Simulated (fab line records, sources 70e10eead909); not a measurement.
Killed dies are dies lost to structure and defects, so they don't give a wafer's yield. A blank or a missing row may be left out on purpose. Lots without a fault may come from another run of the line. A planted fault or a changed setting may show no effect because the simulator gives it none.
Which tool did it? | flow nand_harc | 13 lots, 39 wafers sampled, at 5 steps of a route of 1159

WHAT THE GAUGES READ, wafer by wafer
NHARC_END_SORT_01. Usual: killed_at_array 25, standard deviation 10; killed_at_other 0.6, standard deviation 0.91; killed_at_periphery 3.6, standard deviation 2.9; killed_dies 29, standard deviation 10; killed_open 3.3, standard deviation 2; killed_short 1.9, standard deviation 1.5.
lot  | measured     | on        | killed_at_array | killed_at_other | killed_at_periphery | killed_dies | killed_open | killed_short | flag
L153 | day 20 12:20 | prober-01 | 20 34 29        | 1 0 1           | 6 3 2               | 27 37 32    | 4 5 6       | 2 4 2        |
L156 | day 20 05:04 | prober-02 | 43 30 43        | 0 1 0           | 4 8 4               | 47 39 47    | 7 2 13      | 1 3 6        |
L158 | day 21 12:27 | prober-01 | 33 19 31        | 0 0 0           | 4 2 2               | 37 21 33    | 6 5 6       | 4 1 0        |
L163 | day 22 03:17 | prober-01 | 17 19 16        | 4 3 1           | 4 6 3               | 25 28 20    | 2 5 4       | 3 2 1        |
L165 | day 22 11:46 | prober-02 | 19 24 27        | 0 1 0           | 3 1 3               | 22 26 30    | 4 5 3       | 3 0 1        |
L164 | day 22 03:14 | prober-02 | 30 28 27        | 1 1 1           | 3 2 2               | 34 31 30    | 2 4 6       | 3 3 2        |
L166 | day 23 08:22 | prober-02 | 50              | 0               | 0                   | 50          | 2           | 1            |
L169 | day 23 20:19 | prober-01 | 36 33 37        | 2 0 2           | 2 3 2               | 40 36 41    | 2 2 2       | 1 3 0        |
L171 | day 23 12:20 | prober-01 | 10 15 18        | 0 0 1           | 2 2 5               | 12 17 24    | 0 1 7       | 1 0 1        |
L173 | day 24 21:12 | prober-01 | 14 13 14        | 0 0 0           | 8 4 8               | 22 17 22    | 4 5 4       | 0 2 3        |
L172 | day 24 07:19 | prober-01 | 28 33 24        | 0 0 1           | 2 8 3               | 30 41 28    | 4 3 1       | 3 1 2        |
L174 | day 24 08:04 | prober-02 | 30 46 36        | 1 2 0           | 0 4 1               | 31 52 37    | 4 4 0       | 0 4 0        |
L175 | day 24 15:49 | prober-02 | 30 33 34        | 3 0 1           | 0 5 1               | 33 38 36    | 1 6 4       | 2 2 0        |

WHICH TOOL RAN EACH LOT (tool, then ch and the chambers of the sampled wafers, then the start)
lot  | NHARC_P_GATE_DESCUM_93             | NHARC_P_GATE_STRIP_113               | NHARC_P_GATE_STRIP_95                | NHARC_P_GATE_STRIP_96
L153 | rie_diel-03 ch 0,2,3, day 5 11:05  | plasma_asher-02 ch 0,1, day 5 11:34  | plasma_asher-02 ch 0,1, day 5 12:11  | wet_bench-07 ch 0,4,7, day 5 12:24
L156 | rie_diel-12 ch 0,1, day 6 06:25    | plasma_asher-02 ch 0,1, day 6 06:54  | plasma_asher-02 ch 0,1, day 6 07:31  | wet_bench-07 ch 0,2,3, day 6 07:44
L158 | rie_diel-11 ch 0,1, day 6 20:43    | plasma_asher-02 ch 0,1, day 6 21:11  | plasma_asher-02 ch 0,1, day 6 21:47  | wet_bench-07 ch 3,4,6, day 6 22:01
L163 | rie_diel-11 ch 2,3, day 8 04:22    | plasma_asher-02 ch 0,1, day 8 04:56  | plasma_asher-02 ch 0,1, day 8 05:39  | wet_bench-01 ch 1,6,7, day 8 05:54
L165 | rie_diel-11 ch 2,3, day 8 15:30    | plasma_asher-01 ch 1, day 8 16:32    | plasma_asher-01 ch 1, day 8 17:09    | wet_bench-07 ch 4,5,7, day 8 17:22
L164 | rie_diel-03 ch 1,3, day 8 16:32    | plasma_asher-01 ch 0, day 8 17:53    | plasma_asher-01 ch 0, day 8 18:29    | wet_bench-07 ch 0,6,7, day 8 18:43
L166 | rie_diel-12 ch 1,3, day 8 20:27    | plasma_asher-01 ch 0,1, day 9 00:04  | plasma_asher-01 ch 0,1, day 9 00:46  | wet_bench-07 ch 1,4,7, day 9 00:59
L169 | rie_diel-11 ch 1,2,3, day 9 16:45  | plasma_asher-02 ch 0,1, day 9 17:14  | plasma_asher-02 ch 0,1, day 9 17:50  | wet_bench-01 ch 3,5,7, day 9 18:04
L171 | rie_diel-12 ch 1,2, day 9 21:38    | plasma_asher-02 ch 0,1, day 9 22:00  | plasma_asher-02 ch 0,1, day 9 22:43  | wet_bench-07 ch 0,3,7, day 9 22:56
L173 | rie_diel-03 ch 0,2,3, day 10 11:25 | plasma_asher-02 ch 0,1, day 10 11:53 | plasma_asher-02 ch 0,1, day 10 12:30 | wet_bench-07 ch 1,3,6, day 10 12:42
L172 | rie_diel-03 ch 1,3, day 10 12:18   | plasma_asher-02 ch 0,1, day 10 12:47 | plasma_asher-02 ch 0,1, day 10 13:24 | wet_bench-07 ch 0,1,2, day 10 13:37
L174 | rie_diel-12 ch 0,2, day 10 20:18   | plasma_asher-01 ch 0, day 10 20:47   | plasma_asher-01 ch 0, day 10 21:23   | wet_bench-07 ch 0,4,6, day 10 21:36
L175 | rie_diel-11 ch 0,1,3, day 10 21:12 | plasma_asher-02 ch 0,1, day 10 21:34 | plasma_asher-02 ch 0,1, day 10 22:17 | wet_bench-01 ch 1,4,6, day 10 22:30
- NHARC_P_GATE_DESCUM_93: chemistry O2, time 3 s.
- NHARC_P_GATE_STRIP_113: strips in N2/H2, time 740 s.
- NHARC_P_GATE_STRIP_95: strips in O2.
- NHARC_P_GATE_STRIP_96: strips in SPM, time 900 s.

WHAT THE TOOLS THEMSELVES READ (means of the sampled wafers that have a number; where no wafer has one, the mark that the record gives instead)
NHARC_P_GATE_DESCUM_93. Usual: drypump_motor_current_A 6.0 A, standard deviation 0.4; oes_product_au 0.993 a.u., standard deviation 0.011; rf_vpp_V 57.7 V, standard deviation 0.89; showerhead_plenum_p_Torr 1.90 Torr, standard deviation 0.098; throttle_valve_pct 11.311 %, standard deviation 0.0093.
lot  | tool        | drypump_motor_current_A (A) | oes_product_au (a.u.) | rf_vpp_V (V) | showerhead_plenum_p_Torr (Torr) | throttle_valve_pct (%) | flag
L153 | rie_diel-03 | 6.0                         | 0.988                 | 57.4         | 1.94                            | 11.320                 |
L156 | rie_diel-12 | 6.0                         | 1.011                 | 57.0         | 1.86                            | 11.323                 |
L158 | rie_diel-11 | 5.7                         | 1.001                 | 58.3         | 1.91                            | 11.313                 |
L163 | rie_diel-11 | 6.4                         | 1.000                 | 57.4         | 1.80                            | 11.304                 |
L165 | rie_diel-11 | 6.3                         | 0.994                 | 57.1         | 1.78                            | 11.311                 |
L164 | rie_diel-03 | 6.2                         | 0.990                 | 57.1         | 1.82                            | 11.314                 |
L166 | rie_diel-12 | 5.8                         | 0.996                 | 58.2         | 1.85                            | 11.313                 |
L169 | rie_diel-11 | 6.1                         | 0.995                 | 58.1         | 1.98                            | 11.314                 |
L171 | rie_diel-12 | 5.5                         | 0.991                 | 57.2         | 1.91                            | 11.311                 |
L173 | rie_diel-03 | 6.0                         | 0.987                 | 57.4         | 1.93                            | 11.304                 |
L172 | rie_diel-03 | 6.2                         | 0.992                 | 57.8         | 1.81                            | 11.316                 |
L174 | rie_diel-12 | 5.6                         | 0.986                 | 57.2         | 1.88                            | 11.305                 |
L175 | rie_diel-11 | 6.0                         | 0.998                 | 57.6         | 1.89                            | 11.315                 |

NHARC_P_GATE_STRIP_113. Usual: drypump_motor_current_A 6.1 A, standard deviation 0.33; heater_power_w 82 W, standard deviation 10.
lot  | tool            | drypump_motor_current_A (A) | heater_power_w (W) | flag
L153 | plasma_asher-02 | 5.8                         | 74                 |
L156 | plasma_asher-02 | 6.0                         | 79                 |
L158 | plasma_asher-02 | 6.0                         | 79                 |
L163 | plasma_asher-02 | 6.0                         | 79                 |
L165 | plasma_asher-01 | 6.5                         | 87                 |
L164 | plasma_asher-01 | 6.5                         | 101                |
L166 | plasma_asher-01 | 6.5                         | 93                 |
L169 | plasma_asher-02 | 5.8                         | 73                 |
L171 | plasma_asher-02 | 5.8                         | 75                 |
L173 | plasma_asher-02 | 5.8                         | 75                 |
L172 | plasma_asher-02 | 6.0                         | 76                 |
L174 | plasma_asher-01 | 6.5                         | 101                |
L175 | plasma_asher-02 | 6.0                         | 75                 |

NHARC_P_GATE_STRIP_95. Usual: drypump_motor_current_A 6.1 A, standard deviation 0.33; heater_power_w 308 W, standard deviation 38.
lot  | tool            | drypump_motor_current_A (A) | heater_power_w (W) | flag
L153 | plasma_asher-02 | 5.8                         | 277                |
L156 | plasma_asher-02 | 6.0                         | 292                |
L158 | plasma_asher-02 | 6.0                         | 296                |
L163 | plasma_asher-02 | 6.0                         | 299                |
L165 | plasma_asher-01 | 6.5                         | 329                |
L164 | plasma_asher-01 | 6.5                         | 379                |
L166 | plasma_asher-01 | 6.5                         | 347                |
L169 | plasma_asher-02 | 5.8                         | 276                |
L171 | plasma_asher-02 | 5.8                         | 276                |
L173 | plasma_asher-02 | 5.8                         | 285                |
L172 | plasma_asher-02 | 6.0                         | 286                |
L174 | plasma_asher-01 | 6.5                         | 380                |
L175 | plasma_asher-02 | 6.0                         | 284                |

NHARC_P_GATE_STRIP_96. Usual: bath_guard_temp_C 130.2 C, standard deviation 0.49; bath_heat_duty_pct 14.0 %, standard deviation 1.7.
lot  | tool         | bath_guard_temp_C (C) | bath_heat_duty_pct (%) | flag
L153 | wet_bench-07 | 130.5                 | 15.0                   |
L156 | wet_bench-07 | 130.8                 | 11.9                   |
L158 | wet_bench-07 | 130.1                 | 12.0                   |
L163 | wet_bench-01 | 130.0                 | 14.6                   |
L165 | wet_bench-07 | -                     | -                      | OFF
L164 | wet_bench-07 | -                     | -                      | OFF
L166 | wet_bench-07 | -                     | -                      | OFF
L169 | wet_bench-01 | 130.3                 | 16.0                   |
L171 | wet_bench-07 | 130.6                 | 14.3                   |
L173 | wet_bench-07 | 130.3                 | 12.7                   |
L172 | wet_bench-07 | 130.6                 | 13.1                   |
L174 | wet_bench-07 | 130.0                 | 13.7                   |
L175 | wet_bench-01 | 130.1                 | 14.6                   |

THE ANSWER, worked out from the rows above alone
Rule: a lot is off if the mean of its wafers that have a number lies more than 3 standard deviations from the usual mean. A lot without any number at a reading at which 4 lots or more have one is off too. The other lots that the step has rows for count as sound. The gauges are gone through in route order, then the tools' own readings, and for those a lot's mean is taken as printed above. The first step at which some lot is off is used, and at that step the reading that is off furthest; a lot without a number counts as furthest.
Off: L165, L164, L166, at NHARC_P_GATE_STRIP_96 (bath_guard_temp_C). Without a number there: L165, L164, L166.
A tool fits if, at that step or a process step before it, it ran every lot that is off, and no sound lot after the first of them. None of those tried fits.

WHAT THE SIMULATOR HAD PUT IN
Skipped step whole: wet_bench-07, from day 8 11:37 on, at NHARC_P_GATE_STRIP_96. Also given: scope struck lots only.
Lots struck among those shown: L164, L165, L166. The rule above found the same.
